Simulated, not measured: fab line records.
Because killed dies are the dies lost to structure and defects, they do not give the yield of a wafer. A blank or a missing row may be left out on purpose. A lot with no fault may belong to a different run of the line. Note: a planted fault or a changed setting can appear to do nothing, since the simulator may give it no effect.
The tool behind it: which one? || flow n5 finfet || 72 wafers from 24 lots sampled at 4 of the route's 1938 steps

== WHAT THE GAUGES SHOWED, per wafer ==
N5_BEOL_M7_CD_MEAS_35: the cd target is 40 nm.
{"lot": "L074", "measured": "day 8 23:59", "on": "cd sem-02", "cd nm (nm)": "39.8 39.5 39.1"}
{"lot": "L075", "measured": "day 9 07:43", "on": "cd sem-02", "cd nm (nm)": "40.5 40.4 40.3"}
{"lot": "L076", "measured": "day 10 01:30", "on": "cd sem-02", "cd nm (nm)": "39.0 40.7 39.0"}
{"lot": "L077", "measured": "day 10 08:15", "on": "cd sem-02", "cd nm (nm)": "39.7 40.0 40.0"}
{"lot": "L080", "measured": "day 10 10:40", "on": "cd sem-01", "cd nm (nm)": "39.1 38.6 40.5"}
{"lot": "L079", "measured": "day 10 12:05", "on": "cd sem-02", "cd nm (nm)": "40.3 38.9 38.6"}
{"lot": "L078", "measured": "day 10 16:50", "on": "cd sem-03", "cd nm (nm)": "38.8 39.7 39.9"}
{"lot": "L081", "measured": "day 11 01:07", "on": "cd sem-03", "cd nm (nm)": "40.1 40.2 39.7"}
{"lot": "L083", "measured": "day 11 05:56", "on": "cd sem-03", "cd nm (nm)": "40.2 40.9 41.1"}
{"lot": "L082", "measured": "day 11 08:19", "on": "cd sem-03", "cd nm (nm)": "39.8 40.2 40.2"}
{"lot": "L084", "measured": "day 11 16:20", "on": "cd sem-03", "cd nm (nm)": "40.1 40.2 39.5"}
{"lot": "L085", "measured": "day 11 16:50", "on": "cd sem-03", "cd nm (nm)": "38.9 38.0 40.6"}
{"lot": "L086", "measured": "day 12 12:19", "on": "cd sem-03", "cd nm (nm)": "41.0 40.2 40.1"}
{"lot": "L087", "measured": "day 12 14:33", "on": "cd sem-03", "cd nm (nm)": "40.2 40.7 39.9"}
{"lot": "L088", "measured": "day 12 17:02", "on": "cd sem-03", "cd nm (nm)": "39.8 39.8 39.0"}
{"lot": "L089", "measured": "day 12 19:59", "on": "cd sem-03", "cd nm (nm)": "40.0 40.1 40.2"}
{"lot": "L091", "measured": "day 12 21:52", "on": "cd sem-03", "cd nm (nm)": "39.9 39.4 39.9"}
{"lot": "L090", "measured": "day 13 03:38", "on": "cd sem-03", "cd nm (nm)": "39.0 39.6 38.8"}
{"lot": "L092", "measured": "day 13 12:21", "on": "cd sem-03", "cd nm (nm)": "39.5 38.7 40.4"}
{"lot": "L093", "measured": "day 14 02:34", "on": "cd sem-03", "cd nm (nm)": "39.7 39.6 38.8"}
{"lot": "L095", "measured": "day 14 09:13", "on": "cd sem-03", "cd nm (nm)": "40.0 41.1 40.6"}
{"lot": "L094", "measured": "day 14 23:47", "on": "cd sem-01", "cd nm (nm)": "39.8 40.0 39.0"}
{"lot": "L096", "measured": "day 15 05:13", "on": "cd sem-02", "cd nm (nm)": "39.8 39.6 40.2"}
{"lot": "L097", "measured": "day 15 05:46", "on": "cd sem-01", "cd nm (nm)": "40.2 39.5 39.7"}

== TOOL THAT RAN EACH LOT (tool first, then ch and the chambers of the sampled wafers, then the start) ==
{"lot": "L074", "N5_BEOL_M7_CURE_74": "uv cure-02 ch 0, day 8 16:37", "N5_BEOL_M7_DESCUM_33": "rie diel-02 ch 1,2, day 8 23:24", "N5_BEOL_M7_STRIP_36": "rie diel-02 ch 1,2, day 8 23:38"}
{"lot": "L075", "N5_BEOL_M7_CURE_74": "uv cure-03 ch 1, day 9 02:54", "N5_BEOL_M7_DESCUM_33": "rie diel-03 ch 0,1,3, day 9 07:08", "N5_BEOL_M7_STRIP_36": "rie diel-03 ch 0,1,3, day 9 07:22"}
{"lot": "L076", "N5_BEOL_M7_CURE_74": "uv cure-03 ch 2, day 9 20:19", "N5_BEOL_M7_DESCUM_33": "rie diel-04 ch 0,2, day 10 00:49", "N5_BEOL_M7_STRIP_36": "rie diel-04 ch 0,2, day 10 01:03"}
{"lot": "L077", "N5_BEOL_M7_CURE_74": "uv cure-01 ch 2, day 10 03:06", "N5_BEOL_M7_DESCUM_33": "rie diel-02 ch 1,2,3, day 10 07:40", "N5_BEOL_M7_STRIP_36": "rie diel-02 ch 1,2,3, day 10 07:54"}
{"lot": "L080", "N5_BEOL_M7_CURE_74": "uv cure-02 ch 2, day 10 06:40", "N5_BEOL_M7_DESCUM_33": "rie diel-04 ch 0,1,3, day 10 10:05", "N5_BEOL_M7_STRIP_36": "rie diel-04 ch 0,1,3, day 10 10:19"}
{"lot": "L079", "N5_BEOL_M7_CURE_74": "uv cure-03 ch 0, day 10 08:24", "N5_BEOL_M7_DESCUM_33": "rie diel-04 ch 1,3, day 10 11:30", "N5_BEOL_M7_STRIP_36": "rie diel-04 ch 1,3, day 10 11:44"}
{"lot": "L078", "N5_BEOL_M7_CURE_74": "uv cure-02 ch 1, day 10 11:48", "N5_BEOL_M7_DESCUM_33": "rie diel-04 ch 1,2,3, day 10 16:16", "N5_BEOL_M7_STRIP_36": "rie diel-04 ch 1,2,3, day 10 16:29"}
{"lot": "L081", "N5_BEOL_M7_CURE_74": "uv cure-02 ch 0, day 10 18:17", "N5_BEOL_M7_DESCUM_33": "rie diel-04 ch 1,2, day 11 00:32", "N5_BEOL_M7_STRIP_36": "rie diel-04 ch 1,2, day 11 00:46"}
{"lot": "L083", "N5_BEOL_M7_CURE_74": "uv cure-02 ch 2, day 11 03:02", "N5_BEOL_M7_DESCUM_33": "rie diel-02 ch 1,2, day 11 05:22", "N5_BEOL_M7_STRIP_36": "rie diel-02 ch 1,2, day 11 05:35"}
{"lot": "L082", "N5_BEOL_M7_CURE_74": "uv cure-01 ch 2, day 11 03:55", "N5_BEOL_M7_DESCUM_33": "rie diel-04 ch 0,2,3, day 11 07:44", "N5_BEOL_M7_STRIP_36": "rie diel-04 ch 0,2,3, day 11 07:58"}
{"lot": "L084", "N5_BEOL_M7_CURE_74": "uv cure-02 ch 2, day 11 11:32", "N5_BEOL_M7_DESCUM_33": "rie diel-02 ch 1,2,3, day 11 15:45", "N5_BEOL_M7_STRIP_36": "rie diel-02 ch 1,2,3, day 11 15:59"}
{"lot": "L085", "N5_BEOL_M7_CURE_74": "uv cure-03 ch 2, day 11 12:08", "N5_BEOL_M7_DESCUM_33": "rie diel-04 ch 1,2,3, day 11 16:16", "N5_BEOL_M7_STRIP_36": "rie diel-04 ch 1,2,3, day 11 16:29"}
{"lot": "L086", "N5_BEOL_M7_CURE_74": "uv cure-02 ch 2, day 12 05:17", "N5_BEOL_M7_DESCUM_33": "rie diel-03 ch 0,1,3, day 12 11:43", "N5_BEOL_M7_STRIP_36": "rie diel-03 ch 0,1,3, day 12 11:57"}
{"lot": "L087", "N5_BEOL_M7_CURE_74": "uv cure-01 ch 0, day 12 07:53", "N5_BEOL_M7_DESCUM_33": "rie diel-04 ch 0,1,2, day 12 13:58", "N5_BEOL_M7_STRIP_36": "rie diel-04 ch 0,1,2, day 12 14:12"}
{"lot": "L088", "N5_BEOL_M7_CURE_74": "uv cure-03 ch 2, day 12 13:14", "N5_BEOL_M7_DESCUM_33": "rie diel-04 ch 0,1,3, day 12 16:28", "N5_BEOL_M7_STRIP_36": "rie diel-04 ch 0,1,3, day 12 16:42"}
{"lot": "L089", "N5_BEOL_M7_CURE_74": "uv cure-02 ch 1, day 12 13:35", "N5_BEOL_M7_DESCUM_33": "rie diel-03 ch 0,1,3, day 12 19:24", "N5_BEOL_M7_STRIP_36": "rie diel-03 ch 0,1,3, day 12 19:38"}
{"lot": "L091", "N5_BEOL_M7_CURE_74": "uv cure-02 ch 0, day 12 18:08", "N5_BEOL_M7_DESCUM_33": "rie diel-03 ch 0,2,3, day 12 21:16", "N5_BEOL_M7_STRIP_36": "rie diel-03 ch 0,2,3, day 12 21:30"}
{"lot": "L090", "N5_BEOL_M7_CURE_74": "uv cure-02 ch 0, day 12 21:50", "N5_BEOL_M7_DESCUM_33": "rie diel-02 ch 1,3, day 13 03:04", "N5_BEOL_M7_STRIP_36": "rie diel-02 ch 1,3, day 13 03:17"}
{"lot": "L092", "N5_BEOL_M7_CURE_74": "uv cure-02 ch 2, day 13 08:20", "N5_BEOL_M7_DESCUM_33": "rie diel-04 ch 0,1,2, day 13 11:46", "N5_BEOL_M7_STRIP_36": "rie diel-04 ch 0,1,2, day 13 12:00"}
{"lot": "L093", "N5_BEOL_M7_CURE_74": "uv cure-01 ch 2, day 13 19:08", "N5_BEOL_M7_DESCUM_33": "rie diel-02 ch 0,2,3, day 14 01:59", "N5_BEOL_M7_STRIP_36": "rie diel-02 ch 0,2,3, day 14 02:13"}
{"lot": "L095", "N5_BEOL_M7_CURE_74": "uv cure-02 ch 1, day 14 00:37", "N5_BEOL_M7_DESCUM_33": "rie diel-03 ch 1,3, day 14 08:38", "N5_BEOL_M7_STRIP_36": "rie diel-03 ch 1,3, day 14 08:52"}
{"lot": "L094", "N5_BEOL_M7_CURE_74": "uv cure-01 ch 0, day 14 17:18", "N5_BEOL_M7_DESCUM_33": "rie diel-03 ch 0,1, day 14 22:55", "N5_BEOL_M7_STRIP_36": "rie diel-03 ch 0,1, day 14 23:08"}
{"lot": "L096", "N5_BEOL_M7_CURE_74": "uv cure-02 ch 1, day 14 22:26", "N5_BEOL_M7_DESCUM_33": "rie diel-02 ch 1,2,3, day 15 04:32", "N5_BEOL_M7_STRIP_36": "rie diel-02 ch 1,2,3, day 15 04:46"}
{"lot": "L097", "N5_BEOL_M7_CURE_74": "uv cure-01 ch 0, day 15 01:58", "N5_BEOL_M7_DESCUM_33": "rie diel-04 ch 1,2, day 15 05:11", "N5_BEOL_M7_STRIP_36": "rie diel-04 ch 1,2, day 15 05:25"}
- N5_BEOL_M7_CURE_74: cures SiCOH lowk, time 240 s.
- N5_BEOL_M7_DESCUM_33: chemistry O2, time 7 s.
- N5_BEOL_M7_STRIP_36: strips in N2/H2.

== WHAT THE TOOLS THEMSELVES READ (means of the sampled wafers that have a number; where no wafer has one, the mark that the record gives instead) ==
N5_BEOL_M7_CURE_74.
{"lot": "L074", "tool": "uv cure-02", "lamp power pct (%)": 52.29, "wafer_temp_C_max": 387.3}
{"lot": "L075", "tool": "uv cure-03", "lamp power pct (%)": 52.31, "wafer_temp_C_max": 388.0}
{"lot": "L076", "tool": "uv cure-03", "lamp power pct (%)": 52.33, "wafer_temp_C_max": 388.6}
{"lot": "L077", "tool": "uv cure-01", "lamp power pct (%)": 52.36, "wafer_temp_C_max": 386.0}
{"lot": "L080", "tool": "uv cure-02", "lamp power pct (%)": 52.32, "wafer_temp_C_max": 386.9}
{"lot": "L079", "tool": "uv cure-03", "lamp power pct (%)": 52.34, "wafer_temp_C_max": 386.3}
{"lot": "L078", "tool": "uv cure-02", "lamp power pct (%)": 52.34, "wafer_temp_C_max": 386.3}
{"lot": "L081", "tool": "uv cure-02", "lamp power pct (%)": 52.26, "wafer_temp_C_max": 387.0}
{"lot": "L083", "tool": "uv cure-02", "lamp power pct (%)": 52.29, "wafer_temp_C_max": 386.4}
{"lot": "L082", "tool": "uv cure-01", "lamp power pct (%)": 52.33, "wafer_temp_C_max": 385.8}
{"lot": "L084", "tool": "uv cure-02", "lamp power pct (%)": 52.29, "wafer_temp_C_max": 386.8}
{"lot": "L085", "tool": "uv cure-03", "lamp power pct (%)": 52.37, "wafer_temp_C_max": 387.6}
{"lot": "L086", "tool": "uv cure-02", "lamp power pct (%)": 52.29, "wafer_temp_C_max": 387.1}
{"lot": "L087", "tool": "uv cure-01", "lamp power pct (%)": 52.31, "wafer_temp_C_max": 386.3}
{"lot": "L088", "tool": "uv cure-03", "lamp power pct (%)": 52.29, "wafer_temp_C_max": 387.9}
{"lot": "L089", "tool": "uv cure-02", "lamp power pct (%)": 52.30, "wafer_temp_C_max": 386.1}
{"lot": "L091", "tool": "uv cure-02", "lamp power pct (%)": 52.31, "wafer_temp_C_max": 387.3}
{"lot": "L090", "tool": "uv cure-02", "lamp power pct (%)": 52.36, "wafer_temp_C_max": 387.4}
{"lot": "L092", "tool": "uv cure-02", "lamp power pct (%)": 52.29, "wafer_temp_C_max": 386.7}
{"lot": "L093", "tool": "uv cure-01", "lamp power pct (%)": 52.36, "wafer_temp_C_max": 386.0}
{"lot": "L095", "tool": "uv cure-02", "lamp power pct (%)": 52.29, "wafer_temp_C_max": 386.5}
{"lot": "L094", "tool": "uv cure-01", "lamp power pct (%)": 52.35, "wafer_temp_C_max": 386.5}
{"lot": "L096", "tool": "uv cure-02", "lamp power pct (%)": 52.36, "wafer_temp_C_max": 386.4}
{"lot": "L097", "tool": "uv cure-01", "lamp power pct (%)": 52.32, "wafer_temp_C_max": 386.8}

N5_BEOL_M7_DESCUM_33.
{"lot": "L074", "tool": "rie diel-02", "drypump motor current A (A)": 5.8, "oes product au (a.u.)": 0.86, "rf vpp V (V)": 242.3, "showerhead plenum p Torr (Torr)": 2.11, "throttle valve pct (%)": 19.9}
{"lot": "L075", "tool": "rie diel-03", "drypump motor current A (A)": 5.9, "oes product au (a.u.)": 0.78, "rf vpp V (V)": 242.7, "showerhead plenum p Torr (Torr)": 2.11, "throttle valve pct (%)": 20.4}
{"lot": "L076", "tool": "rie diel-04", "drypump motor current A (A)": 5.6, "oes product au (a.u.)": 0.72, "rf vpp V (V)": 242.5, "showerhead plenum p Torr (Torr)": 2.11, "throttle valve pct (%)": 20.8}
{"lot": "L077", "tool": "rie diel-02", "drypump motor current A (A)": 6.2, "oes product au (a.u.)": 0.86, "rf vpp V (V)": 244.4, "showerhead plenum p Torr (Torr)": 2.14, "throttle valve pct (%)": 20.0}
{"lot": "L080", "tool": "rie diel-04", "drypump motor current A (A)": 5.9, "oes product au (a.u.)": 0.81, "rf vpp V (V)": 243.9, "showerhead plenum p Torr (Torr)": 2.13, "throttle valve pct (%)": 20.3}
{"lot": "L079", "tool": "rie diel-04", "drypump motor current A (A)": 5.9, "oes product au (a.u.)": 0.90, "rf vpp V (V)": 243.9, "showerhead plenum p Torr (Torr)": 2.15, "throttle valve pct (%)": 20.0}
{"lot": "L078", "tool": "rie diel-04", "drypump motor current A (A)": 5.9, "oes product au (a.u.)": 0.80, "rf vpp V (V)": 245.0, "showerhead plenum p Torr (Torr)": 2.17, "throttle valve pct (%)": 20.3}
{"lot": "L081", "tool": "rie diel-04", "drypump motor current A (A)": 5.9, "oes product au (a.u.)": 0.72, "rf vpp V (V)": 244.5, "showerhead plenum p Torr (Torr)": 2.18, "throttle valve pct (%)": 20.6}
{"lot": "L083", "tool": "rie diel-02", "drypump motor current A (A)": 5.8, "oes product au (a.u.)": 0.84, "rf vpp V (V)": 243.8, "showerhead plenum p Torr (Torr)": 2.10, "throttle valve pct (%)": 19.9}
{"lot": "L082", "tool": "rie diel-04", "drypump motor current A (A)": 5.7, "oes product au (a.u.)": 0.79, "rf vpp V (V)": 243.5, "showerhead plenum p Torr (Torr)": 2.14, "throttle valve pct (%)": 20.5}
{"lot": "L084", "tool": "rie diel-02", "drypump motor current A (A)": 6.2, "oes product au (a.u.)": 0.86, "rf vpp V (V)": 243.8, "showerhead plenum p Torr (Torr)": 2.14, "throttle valve pct (%)": 20.0}
{"lot": "L085", "tool": "rie diel-04", "drypump motor current A (A)": 5.9, "oes product au (a.u.)": 0.79, "rf vpp V (V)": 244.7, "showerhead plenum p Torr (Torr)": 2.16, "throttle valve pct (%)": 20.3}
{"lot": "L086", "tool": "rie diel-03", "drypump motor current A (A)": 5.8, "oes product au (a.u.)": 0.77, "rf vpp V (V)": 243.3, "showerhead plenum p Torr (Torr)": 2.10, "throttle valve pct (%)": 20.5}
{"lot": "L087", "tool": "rie diel-04", "drypump motor current A (A)": 5.9, "oes product au (a.u.)": 0.71, "rf vpp V (V)": 244.0, "showerhead plenum p Torr (Torr)": 2.13, "throttle valve pct (%)": 20.6}
{"lot": "L088", "tool": "rie diel-04", "drypump motor current A (A)": 5.9, "oes product au (a.u.)": 0.78, "rf vpp V (V)": 243.2, "showerhead plenum p Torr (Torr)": 2.12, "throttle valve pct (%)": 20.3}
{"lot": "L089", "tool": "rie diel-03", "drypump motor current A (A)": 5.8, "oes product au (a.u.)": 0.77, "rf vpp V (V)": 243.9, "showerhead plenum p Torr (Torr)": 2.10, "throttle valve pct (%)": 20.5}
{"lot": "L091", "tool": "rie diel-03", "drypump motor current A (A)": 5.5, "oes product au (a.u.)": 0.78, "rf vpp V (V)": 244.0, "showerhead plenum p Torr (Torr)": 2.14, "throttle valve pct (%)": 20.5}
{"lot": "L090", "tool": "rie diel-02", "drypump motor current A (A)": 6.2, "oes product au (a.u.)": 0.85, "rf vpp V (V)": 244.0, "showerhead plenum p Torr (Torr)": 2.17, "throttle valve pct (%)": 20.2}
{"lot": "L092", "tool": "rie diel-04", "drypump motor current A (A)": 5.9, "oes product au (a.u.)": 0.70, "rf vpp V (V)": 243.2, "showerhead plenum p Torr (Torr)": 2.13, "throttle valve pct (%)": 20.6}
{"lot": "L093", "tool": "rie diel-02", "drypump motor current A (A)": 6.1, "oes product au (a.u.)": 0.79, "rf vpp V (V)": 243.7, "showerhead plenum p Torr (Torr)": 2.12, "throttle valve pct (%)": 20.3}
{"lot": "L095", "tool": "rie diel-03", "drypump motor current A (A)": 5.9, "oes product au (a.u.)": 0.74, "rf vpp V (V)": 243.2, "showerhead plenum p Torr (Torr)": 2.06, "throttle valve pct (%)": 20.5}
{"lot": "L094", "tool": "rie diel-03", "drypump motor current A (A)": 5.9, "oes product au (a.u.)": 0.71, "rf vpp V (V)": 242.5, "showerhead plenum p Torr (Torr)": 2.04, "throttle valve pct (%)": 20.5}
{"lot": "L096", "tool": "rie diel-02", "drypump motor current A (A)": 6.2, "oes product au (a.u.)": 0.82, "rf vpp V (V)": 244.0, "showerhead plenum p Torr (Torr)": 2.13, "throttle valve pct (%)": 20.0}
{"lot": "L097", "tool": "rie diel-04", "drypump motor current A (A)": 6.1, "oes product au (a.u.)": 0.71, "rf vpp V (V)": 243.2, "showerhead plenum p Torr (Torr)": 2.16, "throttle valve pct (%)": 20.4}

N5_BEOL_M7_STRIP_36.
{"lot": "L074", "tool": "rie diel-02", "drypump motor current A (A)": 5.8, "oes product au (a.u.)": 0.86, "rf vpp V (V)": 59.9, "showerhead plenum p Torr (Torr)": 2.58, "throttle valve pct (%)": 23.37}
{"lot": "L075", "tool": "rie diel-03", "drypump motor current A (A)": 5.9, "oes product au (a.u.)": 0.78, "rf vpp V (V)": 60.5, "showerhead plenum p Torr (Torr)": 2.54, "throttle valve pct (%)": 23.59}
{"lot": "L076", "tool": "rie diel-04", "drypump motor current A (A)": 5.7, "oes product au (a.u.)": 0.72, "rf vpp V (V)": 58.9, "showerhead plenum p Torr (Torr)": 2.54, "throttle valve pct (%)": 23.77}
{"lot": "L077", "tool": "rie diel-02", "drypump motor current A (A)": 6.2, "oes product au (a.u.)": 0.86, "rf vpp V (V)": 59.6, "showerhead plenum p Torr (Torr)": 2.62, "throttle valve pct (%)": 23.43}
{"lot": "L080", "tool": "rie diel-04", "drypump motor current A (A)": 5.9, "oes product au (a.u.)": 0.81, "rf vpp V (V)": 60.1, "showerhead plenum p Torr (Torr)": 2.58, "throttle valve pct (%)": 23.38}
{"lot": "L079", "tool": "rie diel-04", "drypump motor current A (A)": 5.9, "oes product au (a.u.)": 0.90, "rf vpp V (V)": 59.0, "showerhead plenum p Torr (Torr)": 2.62, "throttle valve pct (%)": 23.18}
{"lot": "L078", "tool": "rie diel-04", "drypump motor current A (A)": 5.9, "oes product au (a.u.)": 0.80, "rf vpp V (V)": 58.3, "showerhead plenum p Torr (Torr)": 2.62, "throttle valve pct (%)": 23.37}
{"lot": "L081", "tool": "rie diel-04", "drypump motor current A (A)": 5.9, "oes product au (a.u.)": 0.71, "rf vpp V (V)": 60.3, "showerhead plenum p Torr (Torr)": 2.62, "throttle valve pct (%)": 23.58}
{"lot": "L083", "tool": "rie diel-02", "drypump motor current A (A)": 5.8, "oes product au (a.u.)": 0.84, "rf vpp V (V)": 58.8, "showerhead plenum p Torr (Torr)": 2.58, "throttle valve pct (%)": 23.40}
{"lot": "L082", "tool": "rie diel-04", "drypump motor current A (A)": 5.7, "oes product au (a.u.)": 0.79, "rf vpp V (V)": 60.0, "showerhead plenum p Torr (Torr)": 2.57, "throttle valve pct (%)": 23.55}
{"lot": "L084", "tool": "rie diel-02", "drypump motor current A (A)": 6.2, "oes product au (a.u.)": 0.85, "rf vpp V (V)": 59.4, "showerhead plenum p Torr (Torr)": 2.62, "throttle valve pct (%)": 23.47}
{"lot": "L085", "tool": "rie diel-04", "drypump motor current A (A)": 6.0, "oes product au (a.u.)": 0.80, "rf vpp V (V)": 58.8, "showerhead plenum p Torr (Torr)": 2.62, "throttle valve pct (%)": 23.39}
{"lot": "L086", "tool": "rie diel-03", "drypump motor current A (A)": 5.9, "oes product au (a.u.)": 0.77, "rf vpp V (V)": 57.7, "showerhead plenum p Torr (Torr)": 2.54, "throttle valve pct (%)": 23.64}
{"lot": "L087", "tool": "rie diel-04", "drypump motor current A (A)": 5.9, "oes product au (a.u.)": 0.70, "rf vpp V (V)": 60.1, "showerhead plenum p Torr (Torr)": 2.57, "throttle valve pct (%)": 23.62}
{"lot": "L088", "tool": "rie diel-04", "drypump motor current A (A)": 5.9, "oes product au (a.u.)": 0.78, "rf vpp V (V)": 56.7, "showerhead plenum p Torr (Torr)": 2.57, "throttle valve pct (%)": 23.41}
{"lot": "L089", "tool": "rie diel-03", "drypump motor current A (A)": 5.8, "oes product au (a.u.)": 0.77, "rf vpp V (V)": 57.7, "showerhead plenum p Torr (Torr)": 2.53, "throttle valve pct (%)": 23.63}
{"lot": "L091", "tool": "rie diel-03", "drypump motor current A (A)": 5.5, "oes product au (a.u.)": 0.77, "rf vpp V (V)": 59.2, "showerhead plenum p Torr (Torr)": 2.58, "throttle valve pct (%)": 23.59}
{"lot": "L090", "tool": "rie diel-02", "drypump motor current A (A)": 6.2, "oes product au (a.u.)": 0.85, "rf vpp V (V)": 58.5, "showerhead plenum p Torr (Torr)": 2.65, "throttle valve pct (%)": 23.45}
{"lot": "L092", "tool": "rie diel-04", "drypump motor current A (A)": 5.9, "oes product au (a.u.)": 0.71, "rf vpp V (V)": 56.6, "showerhead plenum p Torr (Torr)": 2.57, "throttle valve pct (%)": 23.62}
{"lot": "L093", "tool": "rie diel-02", "drypump motor current A (A)": 6.1, "oes product au (a.u.)": 0.78, "rf vpp V (V)": 57.9, "showerhead plenum p Torr (Torr)": 2.59, "throttle valve pct (%)": 23.75}
{"lot": "L095", "tool": "rie diel-03", "drypump motor current A (A)": 5.9, "oes product au (a.u.)": 0.74, "rf vpp V (V)": 59.0, "showerhead plenum p Torr (Torr)": 2.49, "throttle valve pct (%)": 23.63}
{"lot": "L094", "tool": "rie diel-03", "drypump motor current A (A)": 5.9, "oes product au (a.u.)": 0.71, "rf vpp V (V)": 58.8, "showerhead plenum p Torr (Torr)": 2.48, "throttle valve pct (%)": 23.73}
{"lot": "L096", "tool": "rie diel-02", "drypump motor current A (A)": 6.2, "oes product au (a.u.)": 0.81, "rf vpp V (V)": 60.0, "showerhead plenum p Torr (Torr)": 2.60, "throttle valve pct (%)": 23.51}
{"lot": "L097", "tool": "rie diel-04", "drypump motor current A (A)": 6.1, "oes product au (a.u.)": 0.70, "rf vpp V (V)": 59.6, "showerhead plenum p Torr (Torr)": 2.62, "throttle valve pct (%)": 23.45}

== THE ANSWER, worked out from the rows above alone ==
Rule: usual is defined by the lots themselves. Put in order of their means at a reading, lots are off if they are a third of the lots or fewer, leave a main group of 4 or more, and stand apart from it by a gap of 3 or more times the standard deviation of the main group's means; of several such gaps the widest counts. If all means in a main group match to the digits the tables above print for the reading, that group is not used. Also off: a lot with no number at a reading for which 4 or more lots have one. All remaining lots with rows at the step are treated as sound. The gauges are gone through in route order, then the tools' own readings, and for those a lot's mean is taken as printed above. The first step at which some lot is off is used, and at that step the reading that is off furthest; a lot without a number counts as furthest.
Across all readings shown, no lot is off: no conclusion can be drawn from this.

== WHAT WAS PUT IN BY THE SIMULATOR ==
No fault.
